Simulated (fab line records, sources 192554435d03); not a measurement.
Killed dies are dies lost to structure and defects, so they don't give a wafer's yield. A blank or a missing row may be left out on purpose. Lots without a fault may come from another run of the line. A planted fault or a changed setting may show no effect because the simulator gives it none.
Which tool did it? | flow n5_finfet | 14 lots, 41 wafers sampled, at 4 steps of a route of 1938

WHAT THE GAUGES READ, wafer by wafer
N5_SD_EPI_P_INSPECT_26: inspects for defects (darkfield).
lot  | measured    | on                | raw_defect_count
L702 | day 3 12:40 | defect_inspect-02 | 166 197 235
L703 | day 3 16:59 | defect_inspect-02 | 143 174 183
L704 | day 3 21:56 | defect_inspect-02 | 164 160 130
L705 | day 4 03:46 | defect_inspect-02 | 177 172 173
L706 | day 4 16:02 | defect_inspect-02 | 213 156 120
L707 | day 4 20:47 | defect_inspect-02 | 172 166 246
L708 | day 5 00:29 | defect_inspect-02 | 228 160 130
L711 | day 5 14:16 | defect_inspect-01 | 132 151 159
L713 | day 6 03:50 | defect_inspect-01 | 189 205 184
L714 | day 6 16:47 | defect_inspect-01 | 147 137 184
L715 | day 6 20:11 | defect_inspect-01 | 156 139
L716 | day 7 01:08 | defect_inspect-01 | 198 188 198
L717 | day 7 08:51 | defect_inspect-02 | 196 158 189
L724 | day 8 22:28 | defect_inspect-01 | 146 180 140

N5_ILD0_INSPECT_06: inspects for defects (darkfield).
lot  | measured    | on                | raw_defect_count
L702 | day 3 20:06 | defect_inspect-02 | 54 53 44
L703 | day 4 00:35 | defect_inspect-02 | 47 58 40
L704 | day 4 05:34 | defect_inspect-01 | 60 28 54
L705 | day 4 10:47 | defect_inspect-02 | 32 29 33
L706 | day 4 23:03 | defect_inspect-01 | 38 30 27
L707 | day 5 04:46 | defect_inspect-01 | 55 34 44
L708 | day 5 08:07 | defect_inspect-02 | 35 43 42
L711 | day 5 21:22 | defect_inspect-01 | 26 33 21
L713 | day 6 12:08 | defect_inspect-02 | 61 21 49
L714 | day 6 23:54 | defect_inspect-01 | 33 11 60
L715 | day 7 03:13 | defect_inspect-02 | 19 34
L716 | day 7 08:17 | defect_inspect-01 | 11 36 15
L717 | day 7 16:05 | defect_inspect-02 | 39 49 45
L724 | day 9 06:34 | defect_inspect-02 | 28 17 36

N5_HKMG_FIN_THK_MEAS_70: measures by xrf.
lot  | measured    | on            | HK_THK (nm)
L702 | day 4 05:41 | film_metro-02 | 1.640 1.622 1.629
L703 | day 4 09:28 | film_metro-02 | 1.622 1.588 1.608
L704 | day 4 14:00 | film_metro-02 | 1.621 1.595 1.656
L705 | day 4 19:29 | film_metro-01 | 1.582 1.607 1.607
L706 | day 5 07:59 | film_metro-02 | 1.614 1.629 1.659
L707 | day 5 13:39 | film_metro-02 | 1.587 1.587 1.624
L708 | day 5 17:19 | film_metro-02 | 1.635 1.605 1.639
L711 | day 6 06:01 | film_metro-02 | 1.601 1.640 1.654
L713 | day 6 20:45 | film_metro-01 | 1.617 1.619 1.600
L714 | day 7 08:56 | film_metro-02 | 1.573 1.633 1.619
L715 | day 7 12:32 | film_metro-01 | 2.940 2.937
L716 | day 7 17:17 | film_metro-02 | 1.615 2.971 1.604
L717 | day 8 00:48 | film_metro-01 | 1.589 1.597 2.939
L724 | day 9 15:14 | film_metro-02 | 1.603 1.614 1.580

WHICH TOOL RAN EACH LOT (tool, then ch and the chambers of the sampled wafers, then the start)
lot  | N5_HKMG_FIN_HK_ALD_01
L702 | ald_hk-03 ch 0,2, day 4 01:55
L703 | ald_hk-03 ch 0,1,2, day 4 05:58
L704 | ald_hk-03 ch 0,1,3, day 4 10:32
L705 | ald_hk-01 ch 0,1,3, day 4 16:02
L706 | ald_hk-01 ch 0,1,2, day 5 04:22
L707 | ald_hk-01 ch 1,2, day 5 10:19
L708 | ald_hk-02 ch 2,3, day 5 13:32
L711 | ald_hk-02 ch 0,1,2, day 6 02:31
L713 | ald_hk-01 ch 0,1, day 6 17:21
L714 | ald_hk-01 ch 0,2,3, day 7 05:37
L715 | ald_hk-01 ch 0,1, day 7 08:42
L716 | ald_hk-01 ch 0,1,3, day 7 13:23
L717 | ald_hk-01 ch 0,2,3, day 7 21:14
L724 | ald_hk-02 ch 0,3, day 9 11:46
- N5_HKMG_FIN_HK_ALD_01: deposits HfO2, target thk 1.6 nm, pulse time 3 s, purge time 3 s.

WHAT THE TOOLS THEMSELVES READ (means of the sampled wafers that have a number; where no wafer has one, the mark that the record gives instead)
N5_HKMG_FIN_HK_ALD_01.
lot  | tool      | precursor_pulse_height_rel
L702 | ald_hk-03 | 0.975
L703 | ald_hk-03 | 0.996
L704 | ald_hk-03 | 0.990
L705 | ald_hk-01 | 1.011
L706 | ald_hk-01 | 0.997
L707 | ald_hk-01 | 0.999
L708 | ald_hk-02 | 1.019
L711 | ald_hk-02 | 0.986
L713 | ald_hk-01 | 1.018
L714 | ald_hk-01 | 0.995
L715 | ald_hk-01 | 0.972
L716 | ald_hk-01 | 0.996
L717 | ald_hk-01 | 0.980
L724 | ald_hk-02 | 0.990

THE ANSWER, worked out from the rows above alone
Rule: what is usual is taken from the lots themselves. Put in order of their means at a reading, lots are off if they are a third of the lots or fewer, leave a main group of 4 or more, and stand apart from it by a gap of 3 or more times the standard deviation of the main group's means; of several such gaps the widest counts. A main group whose means are all the same, to the digits that the tables above print for the reading, isn't used. A lot without any number at a reading at which 4 lots or more have one is off too. The other lots that the step has rows for count as sound. The gauges are gone through in route order, then the tools' own readings, and for those a lot's mean is taken as printed above. The first step at which some lot is off is used, and at that step the reading that is off furthest; a lot without a number counts as furthest.
Off: L715, L716, L717, at N5_HKMG_FIN_THK_MEAS_70 (HK_THK). The main group: mean 1.615 nm, standard deviation 0.013.
A tool fits if, at a process step before that reading, it ran every lot that is off, and no sound lot after the first of them. The gauges at N5_HKMG_FIN_THK_MEAS_70 are tried like those tools. One fits: ald_hk-01 at N5_HKMG_FIN_HK_ALD_01. Its last sound lot is L714 (day 7 05:37), its first lot that is off L715 (day 7 08:42): a fault that began between those two fits.

WHAT THE SIMULATOR HAD PUT IN
Process parameter drift: ald_hk-01, from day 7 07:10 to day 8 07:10, at N5_HKMG_FIN_HK_ALD_01. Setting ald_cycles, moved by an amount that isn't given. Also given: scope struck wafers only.
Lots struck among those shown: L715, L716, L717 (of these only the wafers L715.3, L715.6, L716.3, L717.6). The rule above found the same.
